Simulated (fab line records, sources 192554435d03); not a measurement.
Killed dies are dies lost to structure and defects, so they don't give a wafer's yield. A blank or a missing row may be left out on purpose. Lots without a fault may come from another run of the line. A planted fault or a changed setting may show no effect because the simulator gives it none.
fab line records | flow n5_finfet
record lots=24 wafers=72 last_day=18
route steps=1938 shown BEOL_M0_SAQP@668 BEOL_M0@723
lots that met no fault: from a run of the same line without faults
start_h: hours from the record's first day to the start of the lot's first wafer shown | wait_h: hours since the lot's step before | " the same as in the row above | L1.1+2: a row that stands for several wafers | - no value, or no start given | * or withheld: withheld | < > ~ a bound
route shown NAME@n: a module of which the file shows steps, and the number in the route of the first | usual: mean/standard deviation of fault-free wafers | same: alike in all rows | chamber/n: place in a boat | sites: the reading at each site | _std_site: their standard deviation | _edge_site: outer sites' mean less inner sites' | radius_mm: how far each site lies from the wafer's centre | mask NAME#n: copy n | behind: the tool/chamber that last shaped the wafer | hold: why the lot was held/for how many hours/how that ended | device: the transistor (n, p or np) that didn't switch | end of line: the same wafers' tests at the end of the route | a step without rows: its recipe alone | killed: dies lost to structure and defects at the first sort, not the wafer's yield | map: a wafer's dies, x killed, . not, _ none there
set.NAME: the setting as run; set.NAME@STEP: as run at that earlier step | model.NAME: the simulator's own value behind a step, which no gauge read
steps of the route over a sample of lots; a table a step, a row a wafer
services: from which hour (start_h, from the record's first day; less than 0 if before it) a tool's chamber was out of use, for how many hours, and why
## steps
# step N5_BEOL_M0_SAQP_ETCH_102
# recipe chemistry=CF4 target=SiO2 target_depth_a=40 ion_energy_ev=350 time_s=4.4 pressure_mtorr=10 icp_w=800 bias_w=400 cf4_flow_sccm=80
# usual drypump_motor_current_A=5.6/0.33 he_backside_leak_sccm=2.77/0.24 oes_product_au=0.987/0.013 throttle_valve_pct=21.77/0.16
# columns lot.wafer tool chamber start_h wait_h drypump_motor_current_A he_backside_leak_sccm oes_product_au rf_hours_counter_h throttle_valve_pct
L074.1 rie_si-06 0 118.01 0.1 5.5 2.75 0.975 142 21.54
L074.4 " 1 " " 6.0 2.66 0.977 139 21.60
L074.5 " 0 " " 5.5 2.65 0.977 - 21.55
L075.3 rie_si-04 1 122.69 0.1 5.5 2.86 1.002 143 21.87
L075.5 " 1 " " 5.6 2.91 1.011 - 21.88
L075.6 " 0 " " 5.6 2.70 0.978 - 21.77
L076.1 rie_si-03 0 125.35 0.1 6.0 2.74 0.993 135 21.80
L076.3 " 2 " " 6.1 2.70 0.993 183 21.85
L076.5 " 1 " " 6.1 2.75 1.005 - 21.99
L078.1 rie_si-04 1 135.19 0.1 5.5 2.88 1.016 143 21.88
L078.4 " 0 " " 5.6 2.79 0.984 137 21.79
L078.5 " 2 " " 5.7 2.93 0.978 - 21.78
L077.1 rie_si-04 2 140.30 0.1 5.7 2.70 0.978 55 21.78
L077.5 " 0 " " 5.6 2.69 0.983 - 21.77
L077.6 " 1 " " 5.6 2.84 1.017 - 21.87
L079.2 rie_si-06 2 145.13 0.1 5.2 2.57 0.974 152 21.99
L079.4 " 3 " " 5.5 2.87 0.989 121 21.94
L079.6 " 1 " " 6.0 2.59 0.960 - 21.59
L080.1 rie_si-06 3 148.01 0.1 5.5 2.85 1.000 121 21.93
L080.2 " 1 " " 6.0 2.74 0.979 140 21.61
L080.5 " 2 " " 5.2 2.57 0.983 - 21.99
L081.1 rie_si-04 1 155.06 0.1 5.5 2.74 1.007 143 21.87
L081.2 " 2 " " 5.7 2.31 0.972 55 21.79
L081.5 " 2 " " 5.7 2.55 0.968 - 21.76
L082.2 rie_si-04 0 160.03 0.1 5.6 2.97 0.981 138 21.76
L082.4 " 2 " " 5.7 2.70 0.984 - 21.79
L082.5 " 1 " " 5.5 2.92 1.007 - 21.87
L083.1 rie_si-03 0 164.68 0.1 6.0 2.63 0.981 136 21.81
L083.2 " 3 " " 5.2 2.33 0.989 110 21.50
L083.5 " 3 " " 5.2 2.54 0.995 - 21.50
L084.1 rie_si-06 1 172.53 0.1 6.0 2.75 0.971 140 21.61
L084.4 " 0 " " 5.4 2.73 0.967 143 21.56
L084.5 " 0 " " 5.5 2.85 0.987 - 21.55
L085.2 rie_si-06 1 179.40 0.1 6.0 2.72 0.976 141 21.60
L085.5 " 0 " " 5.4 2.83 0.978 - 21.56
L085.6 " 3 " " 5.5 2.89 0.994 - 21.94
L086.1 rie_si-04 2 183.45 0.1 5.7 2.74 0.963 56 21.79
L086.3 " 3 " " 6.4 2.91 0.997 111 21.60
L086.4 " 1 " " 5.5 2.58 1.015 144 21.86
L087.3 rie_si-06 2 185.69 0.1 5.2 2.63 0.989 153 21.99
L087.5 " 0 " " 5.4 2.83 0.979 - 21.55
L087.6 " 1 " " 6.0 2.74 0.987 - 21.62
L088.1 rie_si-04 1 194.67 0.1 5.5 2.82 1.008 144 21.88
L088.2 " 0 " " 5.6 2.88 0.992 138 21.80
L088.3 " 2 " " 5.7 2.91 0.972 56 21.79
L089.1 rie_si-04 1 202.42 0.1 5.5 2.80 0.994 144 21.88
L089.4 " 2 " " 5.7 2.44 0.967 56 21.79
L089.6 " 1 " " 5.5 2.78 1.004 - 21.86
L090.1 rie_si-06 1 208.25 0.1 6.0 2.74 0.987 141 21.61
L090.4 " 2 " " 5.2 2.76 0.986 153 21.99
L090.5 " 2 " " 5.1 2.82 0.991 - 21.98
L091.1 rie_si-06 0 213.49 0.1 5.4 2.65 0.979 144 21.55
L091.4 " 2 " " 5.1 2.67 0.990 154 22.00
L091.5 " 3 " " 5.5 2.88 0.990 - 21.94
L092.1 rie_si-06 2 221.37 0.1 5.1 2.70 0.986 154 21.97
L092.4 " 0 " " 5.4 2.92 0.969 144 21.56
L092.5 " 3 " " 5.5 2.92 1.001 - 21.93
L093.1 rie_si-06 2 224.80 0.1 5.2 2.71 0.995 154 22.00
L093.4 " 1 " " 6.0 2.54 0.978 141 21.60
L093.6 " 0 " " 5.5 2.66 0.982 - 21.55
L094.1 rie_si-06 0 233.58 0.1 5.5 2.84 0.981 144 21.55
L094.5 " 2 " " 5.2 2.76 0.981 - 21.97
L094.6 " 1 " " 6.0 2.71 0.963 - 21.61
L095.3 rie_si-03 1 236.53 0.1 6.2 2.75 1.010 28 22.00
L095.5 " 0 " " 6.0 2.59 0.992 - 21.83
L095.6 " 1 " " 6.1 2.84 1.008 - 22.00
L096.1 rie_si-06 0 241.52 0.1 5.4 2.85 0.984 144 21.55
L096.3 " 1 " " 6.0 2.74 0.988 142 21.60
L096.5 " 2 " " 5.2 2.70 0.991 - 21.98
L097.2 rie_si-04 0 250.68 0.1 5.6 3.05 0.976 139 21.77
L097.4 " 1 " " 5.6 2.85 0.996 145 21.87
L097.6 " 1 " " 5.6 2.91 0.999 - 21.87
# step N5_BEOL_M0_SAQP_CD_MEAS_40
# recipe target_cd_nm=30 landing_energy_ev=500 detector=se_inlens
# usual cd_nm=29.98/0.25
# columns lot.wafer tool chamber start_h wait_h cd_nm
L074.1 cd_sem-01 0 120.10 - 29.88
L074.4 " 0 " " 30.07
L074.5 " 0 " " 30.14
L075.3 cd_sem-01 0 124.74 - 29.80
L075.5 " 0 " " 30.09
L075.6 " 0 " " 29.74
L076.1 cd_sem-01 0 128.24 - 29.60
L076.3 " 0 " " 29.97
L076.5 " 0 " " 30.16
L078.1 cd_sem-01 0 137.13 - 29.91
L078.4 " 0 " " 30.00
L078.5 " 0 " " 30.33
L077.1 cd_sem-02 0 143.41 - 30.11
L077.5 " 0 " " 30.30
L077.6 " 0 " " 29.41
L079.2 cd_sem-02 0 147.18 - 30.07
L079.4 " 0 " " 29.87
L079.6 " 0 " " 30.30
L080.1 cd_sem-01 0 149.93 - 29.98
L080.2 " 0 " " 29.98
L080.5 " 0 " " 29.63
L081.1 cd_sem-02 0 157.11 - 29.83
L081.2 " 0 " " 29.66
L081.5 " 0 " " 29.73
L082.2 cd_sem-02 0 162.71 - 30.56
L082.4 " 0 " " 30.23
L082.5 " 0 " " 30.38
L083.1 cd_sem-02 0 166.60 - 30.42
L083.2 " 0 " " 29.99
L083.5 " 0 " " 29.68
L084.1 cd_sem-01 0 175.46 - 30.09
L084.4 " 0 " " 30.15
L084.5 " 0 " " 29.81
L085.2 cd_sem-01 0 181.58 - 30.39
L085.5 " 0 " " 30.13
L085.6 " 0 " " 29.89
L086.1 cd_sem-01 0 185.51 - 30.14
L086.3 " 0 " " 30.47
L086.4 " 0 " " 30.36
L087.3 cd_sem-02 0 189.17 - 29.88
L087.5 " 0 " " 30.04
L087.6 " 0 " " 29.85
L088.1 cd_sem-02 0 196.72 - 29.97
L088.2 " 0 " " 29.89
L088.3 " 0 " " 30.08
L089.1 cd_sem-01 0 205.79 - 30.17
L089.4 " 0 " " 29.83
L089.6 " 0 " " 29.88
L090.1 cd_sem-02 0 210.62 - 29.91
L090.4 " 0 " " 29.75
L090.5 " 0 " " 29.57
L091.1 cd_sem-02 0 215.53 - 29.73
L091.4 " 0 " " 30.09
L091.5 " 0 " " 29.90
L092.1 cd_sem-01 0 223.49 - 29.89
L092.4 " 0 " " 29.85
L092.5 " 0 " " 29.58
L093.1 cd_sem-01 0 226.72 - 29.74
L093.4 " 0 " " 29.31
L093.6 " 0 " " 29.77
L094.1 cd_sem-02 0 236.24 - 29.95
L094.5 " 0 " " 30.29
L094.6 " 0 " " 30.35
L095.3 cd_sem-01 0 239.04 - 29.56
L095.5 " 0 " " 29.92
L095.6 " 0 " " 30.07
L096.1 cd_sem-01 0 243.58 - 29.98
L096.3 " 0 " " 29.32
L096.5 " 0 " " 30.20
L097.2 cd_sem-03 0 254.06 - 30.07
L097.4 " 0 " " 30.64
L097.6 " 0 " " 29.83
# step N5_BEOL_M0_SAQP_ETCH_88
# recipe chemistry=N2/H2 target=underlayer target_depth_a=65 time_s=5.2 ion_energy_ev=200 mask_material=CAR-EUV pressure_mtorr=30 source_w=840 bias_w=150 n2_flow_sccm=200 h2_flow_sccm=200 ends=cleared
# usual drypump_motor_current_A=5.8/0.52 etch_rf_on_time_s=5.20/0.084 oes_product_au=0.64/0.063 rf_vpp_V=523.4/2.7 showerhead_plenum_p_Torr=2.53/0.084 throttle_valve_pct=17.99/0.24
# columns lot.wafer tool chamber start_h wait_h drypump_motor_current_A etch_rf_on_time_s oes_product_au rf_hours_counter_h rf_vpp_V showerhead_plenum_p_Torr throttle_valve_pct
L074.1 rie_diel-04 1 120.26 0.0 6.6 5.18 0.67 141 521.1 2.44 18.04
L074.4 " 0 " " 6.1 5.25 0.62 161 521.9 2.53 17.85
L074.5 " 2 " " 5.5 5.14 0.65 - 526.3 2.65 17.84
L075.3 rie_diel-05 2 125.02 0.0 5.5 5.26 0.60 226 523.9 2.51 17.91
L075.5 " 0 " " 5.4 5.23 0.59 - 522.5 2.52 18.00
L075.6 " 3 " " 5.6 5.33 0.62 - 522.1 2.53 18.32
L076.1 rie_diel-02 2 128.44 0.0 5.6 5.16 0.65 119 525.6 2.56 17.61
L076.3 " 3 " " 4.8 5.19 0.63 168 525.6 2.54 18.08
L076.5 " 3 " " 4.8 5.15 0.65 - 524.4 2.54 18.05
L078.1 rie_diel-04 1 137.54 0.0 6.6 5.17 0.66 148 519.9 2.44 18.07
L078.4 " 3 " " 5.7 5.15 0.60 226 517.9 2.40 18.15
L078.5 " 0 " " 6.1 5.17 0.62 - 522.6 2.53 17.85
L077.1 rie_diel-02 3 143.57 0.0 4.8 5.12 0.63 173 524.1 2.54 18.08
L077.5 " 0 " " 6.0 5.33 0.61 - 521.7 2.52 18.31
L077.6 " 2 " " 5.6 5.16 0.66 - 525.0 2.56 17.62
L079.2 rie_diel-04 2 147.35 0.0 5.5 5.19 0.65 158 525.8 2.65 17.86
L079.4 " 3 " " 5.7 5.12 0.61 230 520.2 2.40 18.16
L079.6 " 2 " " 5.5 5.20 0.65 - 527.1 2.65 17.88
L080.1 rie_diel-04 2 150.08 0.0 5.5 5.15 0.66 159 528.3 2.65 17.86
L080.2 " 3 " " 5.6 5.12 0.60 230 522.1 2.40 18.16
L080.5 " 0 " " 6.1 5.14 0.62 - 523.9 2.53 17.83
L081.1 rie_diel-04 3 157.27 0.0 5.7 5.11 0.60 233 519.6 2.40 18.16
L081.2 " 0 " " 6.1 5.19 0.63 173 525.7 2.53 17.86
L081.5 " 0 " " 6.1 5.15 0.62 - 523.6 2.53 17.85
L082.2 rie_diel-04 0 162.94 0.0 6.1 5.20 0.62 175 524.4 2.52 17.87
L082.4 " 3 " " 5.7 5.11 0.60 234 518.5 2.40 18.15
L082.5 " 2 " " 5.5 5.18 0.65 - 526.3 2.64 17.88
L083.1 rie_diel-05 1 166.76 0.0 6.7 5.04 0.60 204 522.3 2.52 18.07
L083.2 " 3 " " 5.6 5.35 0.61 196 525.0 2.52 18.29
L083.5 " 2 " " 5.5 5.25 0.60 - 526.2 2.51 17.94
L084.1 rie_diel-02 3 175.95 0.0 4.8 5.13 0.63 184 523.2 2.53 18.10
L084.4 " 1 " " 5.9 5.19 0.82 6 528.2 2.72 17.49
L084.5 " 3 " " 4.7 5.17 0.63 - 521.8 2.53 18.10
L085.2 rie_diel-02 2 181.87 0.0 5.6 5.18 0.65 137 523.5 2.56 17.68
L085.5 " 0 " " 6.0 5.34 0.60 - 523.9 2.52 18.32
L085.6 " 1 " " 5.9 5.19 0.82 - 526.0 2.72 17.49
L086.1 rie_diel-02 3 185.71 0.0 4.7 5.16 0.63 187 522.1 2.53 18.10
L086.3 " 1 " " 5.9 5.24 0.82 9 530.0 2.72 17.48
L086.4 " 0 " " 6.0 5.35 0.60 218 523.8 2.52 18.32
L087.3 rie_diel-04 2 189.33 0.0 5.5 5.22 0.65 171 526.6 2.64 17.86
L087.5 " 2 " " 5.5 5.22 0.64 - 527.0 2.64 17.87
L087.6 " 1 " " 6.7 5.15 0.65 - 520.5 2.44 18.07
L088.1 rie_diel-04 0 196.88 0.0 6.1 5.31 0.61 185 524.6 2.52 17.85
L088.2 " 1 " " 6.5 5.22 0.65 165 517.9 2.43 18.08
L088.3 " 3 " " 5.7 5.19 0.59 245 520.4 2.39 18.18
L089.1 rie_diel-04 3 205.94 0.0 5.7 5.19 0.59 248 521.1 2.39 18.17
L089.4 " 1 " " 6.6 5.10 0.65 168 523.4 2.43 18.10
L089.6 " 0 " " 6.1 5.25 0.60 - 522.2 2.52 17.88
L090.1 rie_diel-02 3 211.01 0.0 4.7 5.11 0.63 196 521.2 2.53 18.13
L090.4 " 0 " " 6.0 5.32 0.60 - 522.8 2.51 18.36
L090.5 " 1 " " 5.9 5.17 0.79 - 529.8 2.72 17.50
L091.1 rie_diel-05 3 215.69 0.0 5.6 5.46 0.60 209 522.3 2.51 18.32
L091.4 " 0 " " 5.4 5.30 0.58 - 522.7 2.51 18.01
L091.5 " 1 " " 6.7 5.11 0.59 - 525.0 2.51 18.09
L092.1 rie_diel-05 0 223.65 0.0 5.4 5.31 0.58 227 522.2 2.51 18.03
L092.4 " 3 " " 5.6 5.44 0.60 - 521.4 2.51 18.35
L092.5 " 0 " " 5.4 5.29 0.58 - 523.8 2.51 18.04
L093.1 rie_diel-05 3 226.88 0.0 5.6 5.38 0.59 214 521.6 2.51 18.32
L093.4 " 2 " " 5.5 5.17 0.81 1 523.2 2.50 17.54
L093.6 " 1 " " 6.7 5.10 0.60 - 523.0 2.51 18.13
L094.1 rie_diel-02 3 236.40 0.0 4.8 5.25 0.61 204 522.6 2.52 18.12
L094.5 " 0 " " 6.0 5.33 0.59 - 521.9 2.51 18.37
L094.6 " 3 " " 4.8 5.16 0.61 - 522.3 2.52 18.11
L095.3 rie_diel-04 0 239.23 0.0 6.1 5.28 0.61 200 523.1 2.51 17.92
L095.5 " 2 " " 5.5 5.27 0.63 - 524.8 2.63 17.92
L095.6 " 1 " " 6.6 5.25 0.64 - 520.6 2.43 18.13
L096.1 rie_diel-05 2 243.74 0.0 5.5 5.17 0.80 5 522.6 2.50 17.52
L096.3 " 1 " " 6.7 5.09 0.60 226 523.7 2.51 18.13
L096.5 " 1 " " 6.7 5.12 0.59 - 523.6 2.51 18.11
L097.2 rie_diel-04 2 254.21 0.0 5.5 5.17 0.64 191 528.3 2.63 17.90
L097.4 " 3 " " 5.7 5.12 0.81 9 529.9 2.71 17.75
L097.6 " 2 " " 5.5 5.16 0.64 - 528.0 2.63 17.91
# step N5_BEOL_M0_SAQP_ETCH_73
# recipe chemistry=CF4 target=SiARC target_depth_a=195 mask_material=CAR-EUV time_s=32.5 ion_energy_ev=80 pressure_mtorr=40 source_w=545 bias_w=36 Ar_flow_sccm=100 cf4_flow_sccm=100 ends=cleared
# usual drypump_motor_current_A=5.8/0.52 etch_rf_on_time_s=32.5/0.52 oes_product_au=0.64/0.064 rf_vpp_V=184.0/1.2 showerhead_plenum_p_Torr=2.13/0.067 throttle_valve_pct=15.78/0.24
# columns lot.wafer tool chamber start_h wait_h drypump_motor_current_A etch_rf_on_time_s oes_product_au rf_hours_counter_h rf_vpp_V showerhead_plenum_p_Torr throttle_valve_pct
L074.1 rie_diel-04 1 120.28 0.0 6.6 31.9 0.67 141 183.3 2.06 15.72
L074.4 " 0 " " 6.1 32.6 0.62 161 183.6 2.14 15.73
L074.5 " 2 " " 5.5 32.3 0.66 - 184.8 2.23 15.68
L075.3 rie_diel-05 2 125.03 0.0 5.5 33.2 0.61 226 183.1 2.12 15.62
L075.5 " 0 " " 5.4 32.5 0.60 - 184.2 2.12 15.76
L075.6 " 3 " " 5.6 33.5 0.61 - 184.1 2.13 16.09
L076.1 rie_diel-02 2 128.46 0.0 5.6 32.3 0.66 119 184.4 2.15 15.37
L076.3 " 3 " " 4.7 32.1 0.64 168 185.1 2.14 15.83
L076.5 " 3 " " 4.7 32.3 0.64 - 183.0 2.14 15.83
L078.1 rie_diel-04 1 137.56 0.0 6.6 32.1 0.66 148 183.6 2.06 15.74
L078.4 " 3 " " 5.7 32.0 0.61 226 182.2 2.03 16.03
L078.5 " 0 " " 6.1 32.3 0.63 - 183.1 2.14 15.76
L077.1 rie_diel-02 3 143.58 0.0 4.7 32.3 0.64 173 183.9 2.14 15.84
L077.5 " 0 " " 6.0 33.1 0.61 - 182.9 2.12 16.01
L077.6 " 2 " " 5.6 32.5 0.66 - 185.8 2.15 15.39
L079.2 rie_diel-04 2 147.37 0.0 5.5 31.9 0.66 158 184.4 2.23 15.68
L079.4 " 3 " " 5.7 31.8 0.60 230 182.3 2.03 16.03
L079.6 " 2 " " 5.5 32.2 0.65 - 183.9 2.23 15.69
L080.1 rie_diel-04 2 150.10 0.0 5.5 32.6 0.66 159 184.6 2.23 15.67
L080.2 " 3 " " 5.7 32.7 0.60 230 183.5 2.03 16.01
L080.5 " 0 " " 6.1 32.7 0.63 - 184.0 2.14 15.77
L081.1 rie_diel-04 3 157.28 0.0 5.7 32.4 0.60 233 181.9 2.03 16.03
L081.2 " 0 " " 6.1 33.1 0.61 173 182.6 2.14 15.79
L081.5 " 0 " " 6.1 32.9 0.62 - 184.1 2.14 15.77
L082.2 rie_diel-04 0 162.96 0.0 6.1 32.5 0.62 175 184.4 2.14 15.77
L082.4 " 3 " " 5.6 32.1 0.60 234 183.3 2.03 16.02
L082.5 " 2 " " 5.5 32.1 0.65 - 185.8 2.23 15.70
L083.1 rie_diel-05 1 166.78 0.0 6.7 32.2 0.61 204 184.5 2.13 15.90
L083.2 " 3 " " 5.6 34.0 0.60 196 182.9 2.12 16.11
L083.5 " 2 " " 5.5 33.2 0.59 - 183.3 2.11 15.65
L084.1 rie_diel-02 3 175.97 0.0 4.8 32.4 0.63 184 185.5 2.13 15.84
L084.4 " 1 " " 5.9 32.3 0.83 6 186.9 2.29 15.22
L084.5 " 3 " " 4.8 32.2 0.64 - 184.0 2.13 15.83
L085.2 rie_diel-02 2 181.89 0.0 5.6 32.0 0.65 137 184.1 2.15 15.42
L085.5 " 0 " " 6.0 32.7 0.60 - 184.8 2.12 16.03
L085.6 " 1 " " 5.9 32.0 0.82 - 185.6 2.28 15.23
L086.1 rie_diel-02 3 185.72 0.0 4.7 32.7 0.62 187 183.1 2.13 15.85
L086.3 " 1 " " 5.9 32.5 0.83 9 185.7 2.28 15.23
L086.4 " 0 " " 6.0 33.2 0.60 218 184.9 2.12 16.04
L087.3 rie_diel-04 2 189.34 0.0 5.5 32.0 0.64 171 185.3 2.22 15.71
L087.5 " 2 " " 5.5 32.2 0.65 - 185.8 2.22 15.72
L087.6 " 1 " " 6.6 31.8 0.66 - 182.9 2.06 15.78
L088.1 rie_diel-04 0 196.89 0.0 6.1 32.9 0.60 185 182.7 2.13 15.82
L088.2 " 1 " " 6.6 32.2 0.65 165 182.2 2.06 15.77
L088.3 " 3 " " 5.7 32.4 0.59 245 183.7 2.03 16.05
L089.1 rie_diel-04 3 205.96 0.0 5.6 32.6 0.59 248 183.3 2.03 16.06
L089.4 " 1 " " 6.6 32.2 0.65 168 183.1 2.06 15.78
L089.6 " 0 " " 6.1 33.1 0.60 - 184.8 2.13 15.80
L090.1 rie_diel-02 3 211.02 0.0 4.7 32.3 0.63 196 184.3 2.13 15.89
L090.4 " 0 " " 6.0 33.0 0.60 - 183.5 2.12 16.04
L090.5 " 1 " " 5.9 32.5 0.79 - 185.1 2.28 15.24
L091.1 rie_diel-05 3 215.70 0.0 5.6 33.9 0.60 209 184.6 2.12 16.13
L091.4 " 0 " " 5.4 32.9 0.58 - 183.5 2.11 15.81
L091.5 " 1 " " 6.7 32.1 0.60 - 184.5 2.12 15.94
L092.1 rie_diel-05 0 223.66 0.0 5.4 32.8 0.58 227 184.5 2.11 15.82
L092.4 " 3 " " 5.6 33.6 0.59 - 183.0 2.12 16.13
L092.5 " 0 " " 5.4 32.5 0.59 - 183.4 2.11 15.82
L093.1 rie_diel-05 3 226.90 0.0 5.6 33.8 0.59 214 182.1 2.11 16.13
L093.4 " 2 " " 5.5 31.9 0.83 1 183.7 2.11 15.18
L093.6 " 1 " " 6.8 32.0 0.60 - 186.0 2.12 15.93
L094.1 rie_diel-02 3 236.42 0.0 4.8 32.1 0.62 204 184.0 2.13 15.89
L094.5 " 0 " " 6.0 32.5 0.59 - 183.0 2.11 16.06
L094.6 " 3 " " 4.7 32.3 0.61 - 182.8 2.13 15.89
L095.3 rie_diel-04 0 239.25 0.0 6.1 32.4 0.61 200 184.8 2.13 15.84
L095.5 " 2 " " 5.5 31.8 0.64 - 185.4 2.22 15.76
L095.6 " 1 " " 6.6 31.7 0.65 - 183.1 2.05 15.80
L096.1 rie_diel-05 2 243.76 0.0 5.5 31.9 0.80 5 183.9 2.11 15.20
L096.3 " 1 " " 6.7 31.6 0.60 226 181.8 2.12 15.94
L096.5 " 1 " " 6.7 32.0 0.59 - 183.6 2.12 15.96
L097.2 rie_diel-04 2 254.23 0.0 5.5 32.3 0.64 191 184.5 2.22 15.74
L097.4 " 3 " " 5.6 32.1 0.82 9 186.7 2.28 15.56
L097.6 " 2 " " 5.5 32.4 0.63 - 184.1 2.22 15.76
# step N5_BEOL_M0_OCD_MEAS_108
# usual trench_depth_nm=32.7/0.5
# columns lot.wafer tool chamber start_h wait_h trench_depth_nm
L074.1 ocd-02 - 124.89 0.1 32.6
L074.4 " - " " 32.5
L074.5 " - " " 33.1
L075.3 ocd-02 - 129.23 0.1 32.1
L075.5 " - " " 32.6
L075.6 " - " " 33.1
L076.1 ocd-01 - 130.69 0.1 32.8
L076.3 " - " " 32.9
L076.5 " - " " 33.3
L078.1 ocd-02 - 141.75 0.1 33.1
L078.4 " - " " 33.3
L078.5 " - " " 32.6
L077.1 ocd-02 - 149.32 0.1 31.9
L077.5 " - " " 32.4
L077.6 " - " " 32.6
L079.2 ocd-02 - 151.60 0.1 32.6
L079.4 " - " " 33.3
L079.6 " - " " 32.9
L080.1 ocd-02 - 157.37 0.1 33.1
L080.2 " - " " 33.0
L080.5 " - " " 33.2
L081.1 ocd-01 - 161.29 0.1 32.9
L081.2 " - " " 32.3
L081.5 " - " " 32.8
L082.2 ocd-01 - 166.65 0.1 32.9
L082.4 " - " " 31.9
L082.5 " - " " 32.9
L083.1 ocd-02 - 170.53 0.1 33.2
L083.2 " - " " 32.8
L083.5 " - " " 32.9
L084.1 ocd-01 - 180.18 0.1 33.2
L084.4 " - " " 33.2
L084.5 " - " " 32.4
L085.2 ocd-01 - 187.02 0.1 32.7
L085.5 " - " " 32.6
L085.6 " - " " 32.7
L087.3 ocd-02 - 192.48 0.1 32.6
L087.5 " - " " 31.4
L087.6 " - " " 33.0
L086.1 ocd-02 - 197.55 0.1 33.1
L086.3 " - " " 33.2
L086.4 " - " " 31.8
L088.1 ocd-02 - 200.36 0.1 33.1
L088.2 " - " " 33.0
L088.3 " - " " 32.9
L089.1 ocd-01 - 208.12 0.1 33.2
L089.4 " - " " 32.9
L089.6 " - " " 33.5
L090.1 ocd-02 - 214.73 0.1 33.6
L090.4 " - " " 32.8
L090.5 " - " " 32.9
L091.1 ocd-01 - 218.39 0.1 32.9
L091.4 " - " " 32.2
L091.5 " - " " 32.2
L092.1 ocd-02 - 226.57 0.1 32.7
L092.4 " - " " 33.1
L092.5 " - " " 33.3
L093.1 ocd-01 - 230.60 0.1 32.0
L093.4 " - " " 32.5
L093.6 " - " " 33.1
L095.3 ocd-01 - 243.82 0.1 32.5
L095.5 " - " " 31.9
L095.6 " - " " 32.2
L094.1 ocd-01 - 244.01 0.1 33.1
L094.5 " - " " 33.0
L094.6 " - " " 33.3
L096.1 ocd-02 - 250.63 0.1 33.8
L096.3 " - " " 32.7
L096.5 " - " " 33.8
L097.2 ocd-01 - 256.76 0.1 32.9
L097.4 " - " " 33.0
L097.6 " - " " 33.2
# step N5_BEOL_M0_SPUTTER_116
# recipe material=Cu target_thk_a=40 temp_c=-20 chamber_pressure_pa=0.07 power_w=withheld time_s=7.37
# usual throttle_valve_pct=29.5/0.75
# columns lot.wafer tool chamber start_h wait_h throttle_valve_pct
L074.1 pvd_sputter-01 - 128.21 1.9 29.9
L074.4 " - " " 29.9
L074.5 " - " " 29.9
L075.3 pvd_sputter-01 - 130.69 0.1 28.4
L075.5 " - " " 29.5
L075.6 " - " " 28.7
L076.1 pvd_sputter-03 - 132.75 0.3 29.6
L076.3 " - " " 29.2
L076.5 " - " " 29.0
L078.1 pvd_sputter-03 - 144.84 0.1 28.5
L078.4 " - " " 29.1
L078.5 " - " " 30.1
L077.1 pvd_sputter-02 - 151.60 0.1 29.9
L077.5 " - " " 29.7
L077.6 " - " " 29.2
L079.2 pvd_sputter-03 - 155.50 2.3 30.3
L079.4 " - " " 29.3
L079.6 " - " " 30.6
L080.1 pvd_sputter-02 - 160.64 1.5 28.3
L080.2 " - " " 30.3
L080.5 " - " " 30.2
L081.1 pvd_sputter-01 - 164.37 1.4 29.9
L081.2 " - " " 30.7
L081.5 " - " " 28.7
L082.2 pvd_sputter-02 - 169.44 0.1 29.3
L082.4 " - " " 30.7
L082.5 " - " " 30.2
L083.1 pvd_sputter-01 - 172.82 0.1 28.5
L083.2 " - " " 30.0
L083.5 " - " " 29.6
L084.1 pvd_sputter-01 - 181.76 0.1 29.6
L084.4 " - " " 28.5
L084.5 " - " " 28.4
L085.2 pvd_sputter-03 - 190.51 0.1 28.7
L085.5 " - " " 29.4
L085.6 " - " " 28.5
L087.3 pvd_sputter-03 - 193.50 0.2 29.8
L087.5 " - " " 29.6
L087.6 " - " " 30.4
L086.1 pvd_sputter-03 - 198.84 0.1 30.2
L086.3 " - " " 29.1
L086.4 " - " " 28.6
L088.1 pvd_sputter-01 - 203.51 0.3 28.7
L088.2 " - " " 29.7
L088.3 " - " " 30.5
L089.1 pvd_sputter-03 - 209.08 0.1 29.0
L089.4 " - " " 30.3
L089.6 " - " " 28.7
L090.1 pvd_sputter-02 - 217.38 0.8 29.3
L090.4 " - " " 28.1
L090.5 " - " " 29.4
L091.1 pvd_sputter-02 - 221.02 0.2 27.9
L091.4 " - " " 29.7
L091.5 " - " " 30.5
L092.1 pvd_sputter-02 - 228.17 0.1 28.1
L092.4 " - " " 29.8
L092.5 " - " " 29.5
L093.1 pvd_sputter-01 - 232.14 0.2 29.9
L093.4 " - " " 30.5
L093.6 " - " " 28.5
L095.3 pvd_sputter-01 - 245.10 0.1 29.9
L095.5 " - " " 30.4
L095.6 " - " " 29.7
L094.1 pvd_sputter-01 - 245.84 0.1 29.6
L094.5 " - " " 29.4
L094.6 " - " " 30.4
L096.1 pvd_sputter-01 - 252.23 0.1 29.9
L096.3 " - " " 30.0
L096.5 " - " " 30.1
L097.2 pvd_sputter-02 - 258.82 0.7 29.3
L097.4 " - " " 30.6
L097.6 " - " " 29.5
## services
# columns tool chamber start_h hours kind
rie_diel-04 3 97.35 10.8 repair
rie_diel-04 - 100.48 4.0 repair
pvd_sputter-02 - 105.07 4.9 repair
pvd_sputter-01 - 107.19 4.0 repair
rie_diel-02 1 137.73 - clean
rie_diel-02 1 137.73 - consumable_replace:focus_ring
rie_diel-02 1 137.73 - consumable_replace:showerhead
rie_diel-02 - 139.51 0.9 repair
rie_si-04 3 148.11 34.1 repair
rie_si-03 2 158.56 4.0 repair
pvd_sputter-03 - 161.93 6.6 repair
rie_si-04 1 171.52 1.6 repair
pvd_sputter-02 - 185.64 12.6 repair
rie_diel-02 0 202.66 7.8 repair
rie_si-03 0 204.71 4.4 repair
rie_diel-02 2 206.69 6.6 repair
rie_diel-05 2 209.91 - clean
rie_diel-04 3 210.24 - clean
rie_diel-04 3 210.24 - consumable_replace:focus_ring
rie_diel-04 3 210.24 - consumable_replace:showerhead
rie_diel-04 3 210.24 16.8 scheduled_down
rie_diel-04 3 210.24 16.8 vent_cycle
rie_si-06 3 227.95 20.4 repair
rie_si-06 2 228.45 2.3 repair
## key
fault none
